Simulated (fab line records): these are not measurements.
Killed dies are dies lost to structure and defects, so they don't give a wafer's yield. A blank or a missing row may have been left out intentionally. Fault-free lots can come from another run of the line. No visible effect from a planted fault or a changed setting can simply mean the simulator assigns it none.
fab line records + flow nand_harc
record
- lots=4
- wafers=12
- last_day=23
route steps=1159 shown A_CHANNEL_HOLE_D1@459 A_CHANNEL_FILL_D1@490 END@1159
lots that met no fault: taken from a fault-free run of the same line
start_h: hours from the record's first day to the start of the lot's first wafer shown + wait_h: hours since the lot's step before + " same as the row above + L1.1+2: one row covering several wafers at once + - no value, or no start was given + * or withheld: withheld + < > ~ a bound
route shown NAME@n: NAME is a module with steps in the file, n the number in the route of the first one + usual: mean and standard deviation over wafers with no fault + same: alike in all rows + chamber/n: place in a boat + sites: each site's reading + _std_site: their standard deviation + _edge_site: mean of outer sites minus mean of inner sites + radius_mm: for every site, how far away it sits from the centre of the wafer + mask NAME#n: copy n + behind: the most recent tool/chamber to have shaped the wafer + hold: the reason the lot was held/the length of the hold in hours/how it ended + device: transistor that didn't switch, given as n, p or np + end of line: at the end of the route, the tests of the same wafers + step lacking rows: just its recipe + killed: count of dies lost to structure and defects at first sort (not the wafer's yield) + map: shows each die of a wafer: x if killed, . if not, _ if none is there
set.NAME: the setting as run; set.NAME@STEP: as run at that earlier step + model.NAME: the simulator's own value behind a step, which no gauge read
a table for each step, a row for each wafer; lots at some steps of the route
## steps
# step NHARC_A_CHANNEL_HOLE_D1_EXPOSE_07
# recipe
- na=1.35
- target_cd_nm=100
- sigma_outer=0.3
- dose_mj=59.65
- mask_id=HOLE_D1
# step NHARC_A_CHANNEL_HOLE_D1_PEB_08
# recipe
- peb_temp_c=100
- peb_time_s=65
# step NHARC_A_CHANNEL_HOLE_D1_DEVELOP_09
# recipe
- develop_time_s=35
- dev_temp_c=23
# step NHARC_A_CHANNEL_HOLE_D1_DESCUM_15
# recipe
- time_s=3
- o2_flow_sccm=200
- ar_flow_sccm=0
- bias_power_w=0
- chemistry=O2
# step NHARC_A_CHANNEL_HOLE_D1_ETCH_38
# recipe
- target_depth_a=390
- over_etch_frac=0.3
- time_s=65
- ion_energy_ev=80
- cf4_flow_sccm=150
- ar_flow_sccm=0
- rf_w=300
- bias_w=100
- chemistry=CF4
# step NHARC_A_CHANNEL_HOLE_D1_ETCH_39
# recipe
- target_depth_a=2600
- over_etch_frac=0.3
- time_s=325
- ion_energy_ev=200
- n2_flow_sccm=150
- h2_flow_sccm=150
- ar_flow_sccm=0
- rf_w=400
- bias_w=150
- chemistry=N2/H2
# step NHARC_A_CHANNEL_HOLE_D1_ETCH_34
# recipe
- target_depth_a=1540
- time_s=77
- cf4_flow_sccm=100
- chf3_flow_sccm=30
- ar_flow_sccm=0
- rf_w=500
- bias_w=200
- chemistry=CF4/CHF3
# step NHARC_A_CHANNEL_HOLE_D1_ETCH_16
# recipe
- target_depth_a=31000
- over_etch_frac=0.3
- time_s=806
- ion_energy_ev=150
- o2_flow_sccm=400
- cos_flow_sccm=20
- ar_flow_sccm=0
- rf_w=500
- bias_w=300
- chemistry=O2/COS
# step NHARC_A_CHANNEL_HOLE_D1_ETCH_19
# recipe
- bias_v=1200
- source_w=2500
- pressure_mtorr=15
- time_s=34.5
- ar_flow_sccm=375
- c4f8_flow_sccm=28.8
- o2_flow_sccm=96.2
- temp_c=-20
- target_depth_a=*
- chemistry=C4F8/O2/Ar
# usual
- drypump_motor_current_A=5.8/0.46
- esc_clamp_current_uA=0.0213/0.0006
- showerhead_plenum_p_Torr=3.886/0.025
- throttle_valve_pct=37.038/0.0079
| lot.wafer | tool        | chamber | start_h | wait_h | drypump_motor_current_A | esc_clamp_current_uA | rf_hours_counter_h | showerhead_plenum_p_Torr | throttle_valve_pct |
|-----------|-------------|---------|---------|--------|-------------------------|----------------------|--------------------|--------------------------|--------------------|
| L350.4    | har_etch-01 | 0       | 207.24  | 0.1    | 5.8                     | 0.0214               | -                  | 3.869                    | 37.048             |
| L350.6    | "           | 0       | "       | "      | 5.8                     | 0.0214               | -                  | 3.870                    | 37.024             |
| L350.5    | "           | 1       | "       | "      | 6.0                     | 0.0219               | -                  | 3.869                    | 37.036             |
| L358.1    | har_etch-01 | 0       | 259.72  | 0.1    | 5.8                     | 0.0214               | 218                | 3.857                    | 37.039             |
| L358.4    | "           | 1       | "       | "      | 6.0                     | 0.0218               | -                  | 3.857                    | 37.038             |
| L358.6    | "           | 0       | "       | "      | 5.7                     | 0.0214               | -                  | 3.857                    | 37.031             |
| L360.1    | har_etch-01 | 0       | 267.18  | 0.1    | 5.8                     | 0.0215               | 222                | 3.854                    | 37.042             |
| L360.2    | "           | 1       | "       | "      | 6.0                     | 0.0218               | 222                | 3.854                    | 37.039             |
| L360.6    | "           | 0       | "       | "      | 5.8                     | 0.0215               | -                  | 3.855                    | 37.025             |
| L362.1    | har_etch-02 | 1       | 290.06  | 2.9    | 5.2                     | 0.0217               | 155                | 3.894                    | 37.032             |
| L362.2    | "           | 0       | "       | "      | 6.4                     | 0.0204               | 155                | 3.894                    | 37.047             |
| L362.3    | "           | 0       | "       | "      | 6.4                     | 0.0204               | -                  | 3.894                    | 37.023             |
# step NHARC_A_CHANNEL_HOLE_D1_ETCH_20
# recipe
- bias_v=3000
- source_w=withheld
- pressure_mtorr=20
- time_s=361.9
- ar_flow_sccm=375
- c4f8_flow_sccm=89.3
- o2_flow_sccm=35.7
- temp_c=-20
- target_depth_a=16000
- chemistry=C4F8/O2/Ar
# step NHARC_A_CHANNEL_HOLE_D1_ETCH_21
# recipe
- bias_v=3000
- source_w=withheld
- pressure_mtorr=20
- time_s=514.3
- ar_flow_sccm=375
- c4f8_flow_sccm=89.3
- o2_flow_sccm=35.7
- temp_c=-20
- target_depth_a=16000
- chemistry=C4F8/O2/Ar
# step NHARC_A_CHANNEL_HOLE_D1_ETCH_22
# recipe
- bias_v=3000
- source_w=withheld
- pressure_mtorr=20
- time_s=666.7
- ar_flow_sccm=375
- c4f8_flow_sccm=89.3
- o2_flow_sccm=35.7
- temp_c=-20
- target_depth_a=16000
- chemistry=C4F8/O2/Ar
# step NHARC_A_CHANNEL_HOLE_D1_ETCH_23
# recipe
- bias_v=5000
- source_w=withheld
- pressure_mtorr=20
- time_s=819
- ar_flow_sccm=375
- c4f8_flow_sccm=89.3
- o2_flow_sccm=35.7
- temp_c=-20
- target_depth_a=16000
- chemistry=C4F8/O2/Ar
# step NHARC_A_CHANNEL_HOLE_D1_ETCH_24
# recipe
- bias_v=5000
- source_w=withheld
- pressure_mtorr=20
- time_s=906.2
- ar_flow_sccm=375
- c4f8_flow_sccm=93.8
- o2_flow_sccm=31.2
- temp_c=-20
- target_depth_a=15000
- chemistry=C4F8/O2/Ar
# step NHARC_A_CHANNEL_HOLE_D1_ETCH_25
# recipe
- bias_v=5000
- source_w=withheld
- pressure_mtorr=20
- time_s=1040.2
- ar_flow_sccm=375
- c4f8_flow_sccm=93.8
- o2_flow_sccm=31.2
- temp_c=-20
- target_depth_a=15000
- chemistry=C4F8/O2/Ar
# step NHARC_A_CHANNEL_HOLE_D1_ETCH_26
# recipe
- bias_v=300
- source_w=2000
- pressure_mtorr=30
- time_s=224.1
- ar_flow_sccm=375
- c4f8_flow_sccm=11.4
- o2_flow_sccm=113.6
- temp_c=-20
- target_depth_a=3000
- chemistry=C4F8/O2/Ar
# step NHARC_A_CHANNEL_HOLE_D1_ETCH_33
# recipe
- bias_v=400
- source_w=2000
- pressure_mtorr=25
- time_s=90
- ar_flow_sccm=375
- c4f8_flow_sccm=41.7
- o2_flow_sccm=83.3
- temp_c=-20
- target_depth_a=4000
- chemistry=C4F8/O2/Ar
# step NHARC_A_CHANNEL_HOLE_D1_STRIP_41
# recipe
- n2_flow_sccm=150
- h2_flow_sccm=150
- ar_flow_sccm=0
- bias_w=0
- chemistry=N2/H2
# step NHARC_A_CHANNEL_HOLE_D1_STRIP_42
# recipe
- cf4_flow_sccm=100
- chf3_flow_sccm=30
- ar_flow_sccm=0
- bias_w=0
- chemistry=CF4/CHF3
# step NHARC_A_CHANNEL_HOLE_D1_STRIP_43
# recipe
- o2_flow_sccm=400
- cos_flow_sccm=20
- ar_flow_sccm=0
- bias_w=0
- chemistry=O2/COS
# step NHARC_A_CHANNEL_HOLE_D1_ETCH_44
# recipe
- target_depth_a=1400
- overetch_a=140
- time_s=77
- ion_energy_ev=100
- cf4_flow_sccm=80
- o2_flow_sccm=20
- ar_flow_sccm=0
- rf_w=300
- bias_w=100
- chemistry=CF4/O2
# step NHARC_A_CHANNEL_HOLE_D1_STRIP_27
# recipe
- o2_flow_sccm=500
- ar_flow_sccm=0
- bias_w=0
- chemistry=O2
# step NHARC_A_CHANNEL_HOLE_D1_PRECLEAN_28
# recipe
- time_s=*
- temp_c=50
- bath_age_min=0
- chemistry=SC1
# step NHARC_A_CHANNEL_HOLE_D1_SRD_29
# step NHARC_A_CHANNEL_HOLE_D1_XSEM_31
# recipe
- landing_energy_ev=35000
# step NHARC_A_CHANNEL_HOLE_D1_INSPECT_40
# usual
- raw_defect_count=58/14
| lot.wafer | tool              | chamber | start_h | wait_h | raw_defect_count |
|-----------|-------------------|---------|---------|--------|------------------|
| L350.4    | defect_inspect-01 | -       | 212.96  | -      | 56               |
| L350.5    | "                 | -       | "       | "      | 64               |
| L350.6    | "                 | -       | "       | "      | 51               |
| L358.1    | defect_inspect-02 | -       | 265.46  | -      | 432              |
| L358.4    | "                 | -       | "       | "      | 416              |
| L358.6    | "                 | -       | "       | "      | 422              |
| L360.1    | defect_inspect-02 | -       | 272.87  | -      | 402              |
| L360.2    | "                 | -       | "       | "      | 413              |
| L360.6    | "                 | -       | "       | "      | 418              |
| L362.1    | defect_inspect-02 | -       | 295.76  | -      | 45               |
| L362.2    | "                 | -       | "       | "      | 52               |
| L362.3    | "                 | -       | "       | "      | 41               |
# step NHARC_A_CHANNEL_FILL_D1_PRECLEAN_00
# recipe
- time_s=*
- temp_c=50
- bath_age_min=0
- chemistry=SC1
# step NHARC_END_SORT_01
# recipe
- temp_c=25
# usual
- killed_at_array=29/11
- killed_at_other=0.6/0.92
- killed_at_periphery=3.2/2
- killed_dies=33/11
- killed_open=3.2/2
- killed_short=1.9/1.5
# same
- gross_dies=677
| lot.wafer | tool      | chamber | start_h | wait_h | killed_at_array | killed_at_other | killed_at_periphery | killed_dies | killed_open | killed_short |
|-----------|-----------|---------|---------|--------|-----------------|-----------------|---------------------|-------------|-------------|--------------|
| L358.1    | prober-01 | 0       | 510.84  | 2.5    | 100             | 0               | 7                   | 107         | 3           | 4            |
| L358.4    | prober-01 | 0       | 513.19  | 3.4    | 90              | 0               | 3                   | 93          | 2           | 2            |
| L358.6    | prober-01 | 0       | 514.75  | 3.9    | 97              | 0               | 7                   | 104         | 4           | 4            |
| L360.1    | prober-02 | 0       | 519.45  | 2.5    | 112             | 0               | 5                   | 117         | 5           | 5            |
| L360.2    | prober-02 | 0       | 520.25  | 2.8    | 87              | 0               | 5                   | 92          | 4           | 2            |
| L360.6    | prober-02 | 0       | 523.43  | 4.0    | 109             | 0               | 2                   | 111         | 2           | 0            |
# killed by level:class
L358.1 A_CHANNEL_HOLE_D1:unspecified=72 A_SLIT:chamber_film_flake=10 A_CHANNEL_HOLE_D1:chamber_film_flake=6 P_ZERO_WELL:chamber_film_flake=4 A_STAIRCASE:chamber_film_flake=3 A_CONTACT:chamber_film_flake=3 P_GATE:geometric_particle:open=1 P_CONTACT:geometric_particle:short=1
L358.4 A_CHANNEL_HOLE_D1:unspecified=64 A_SLIT:chamber_film_flake=12 A_CHANNEL_HOLE_D1:chamber_film_flake=8 A_M0:geometric_particle:open=2 P_ZERO_WELL:chamber_film_flake=2 A_STAIRCASE:chamber_film_flake=2 P_STI:geometric_particle:short=1 A_WL_FILL:geometric_particle:short=1
L358.6 A_CHANNEL_HOLE_D1:unspecified=73 A_SLIT:chamber_film_flake=8 A_CHANNEL_HOLE_D1:chamber_film_flake=6 A_CONTACT:chamber_film_flake=5 P_ZERO_WELL:chamber_film_flake=2 P_GATE:geometric_particle:short=1 P_GATE:geometric_particle:open=1 P_CONTACT:geometric_particle:short=1
L360.1 A_CHANNEL_HOLE_D1:unspecified=75 A_SLIT:chamber_film_flake=17 A_CHANNEL_HOLE_D1:chamber_film_flake=7 A_STAIRCASE:chamber_film_flake=4 A_CHANNEL_FILL_D1:geometric_particle:short=2 A_M1:geometric_particle:open=2 A_CONTACT:chamber_film_flake=2 P_GATE:geometric_particle:open=1
L360.2 A_CHANNEL_HOLE_D1:unspecified=62 A_SLIT:chamber_film_flake=10 A_CHANNEL_HOLE_D1:chamber_film_flake=5 A_STAIRCASE:chamber_film_flake=3 A_CONTACT:chamber_film_flake=3 P_GATE:geometric_particle:open=2 P_STI:chamber_film_flake=2 A_SOURCE_PLATE:geometric_particle:short=1
L360.6 A_CHANNEL_HOLE_D1:unspecified=79 A_SLIT:chamber_film_flake=16 A_CHANNEL_HOLE_D1:chamber_film_flake=6 A_CONTACT:chamber_film_flake=5 P_STI:chamber_film_flake=2 A_WL_FILL:geometric_particle:open=1 A_M0:geometric_particle:open=1 A_STAIRCASE:chamber_film_flake=1
# map L358.1 (x killed, . not)
____________.____________
_________..x...._________
_______..........._______
______.............______
_____....x.x......x._____
____.......x.........____
____.....xx..........____
___...................___
___.......xx......x...___
__........xx...........__
__.....................__
_........x.xx.x.....x..._
_......................._
_.........x............x_
_.......x......x........_
_..........x...........x_
...............x....x....
...........x..........x..
........x.xx.x...........
......x.xxxxx............
......xxxxxxxxx..........
_......xxxxxxx.........._
_.....xxxxxxxx.........._
_.....xxxxxxxxx........._
_......xxxxxxxx........._
_......xxxxxxxx........._
__.....xxxxxx.....x....__
__.....xxxxxx.x........__
___......x.x..x.......___
___..x..x.............___
____.................____
____.................____
_____......x........_____
______....x........______
_______..........._______
_________......._________
____________.____________
# map L360.1 (x killed, . not)
____________.____________
_________......._________
_______..........._______
______.....x.......______
_____..............._____
____....xxx..........____
____......xx..x......____
___.x......xx.........___
___.....xx.xx.........___
__.....................__
__.x.....xx.x..........__
_....x..x...x..........._
_......................._
_......................._
_......................._
_..........x............_
...x...x...x.............
...x.......xx..x.........
......xxx.xxxx...........
.......xxxxxxx...........
......xxxxxxxxx........x.
_.....x.xxxxx..x.x......_
_...x.xxxxxxxx.........x_
_......xxxxxxx.........._
_....xxxxxxxxx.........._
_.....xxxxxxx.x........._
__.....xxxxxxx.........__
__......xxxxx..........__
___....xxx.x..........___
___......xx...........___
____........x........____
____...x............x____
_____....x.........._____
______.............______
_______..........._______
_________......._________
____________.____________
## key
first_sign
- step=NHARC_A_CHANNEL_HOLE_D1_INSPECT_40
- reading=raw_defect_count
- direction=up
- sigmas=25
- usual=58
- struck=417
effect
- step=NHARC_END_SORT_01
- reading=killed_at_array
- direction=up
- sigmas=6.6
- usual=29
- struck=99
more_kills_born_at
- NHARC_A_CHANNEL_HOLE_D1_ETCH_19@har_etch-01=347
met_at NHARC_A_CHANNEL_HOLE_D1_ETCH_19
struck_wafers L358.1,L358.4,L358.6,L360.1,L360.2,L360.6
tester_left_out L358,L360
onset_between 207.24 259.72
fault
- kind=chamber_particle_source
- tool=har_etch-01
- chamber=-
- onset_h=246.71
- steps=NHARC_A_CHANNEL_HOLE_D1_ETCH_19
- rate_per_visit_cm2=0.55702
- end_h=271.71
# tester_left_out: of these lots the tester's yield and bins aren't shown, on N5 and GAA mostly nor the transistor test; their killed dies are dies lost to structure and defects alone, not to doping, threshold or leakage, so they don't give the yield
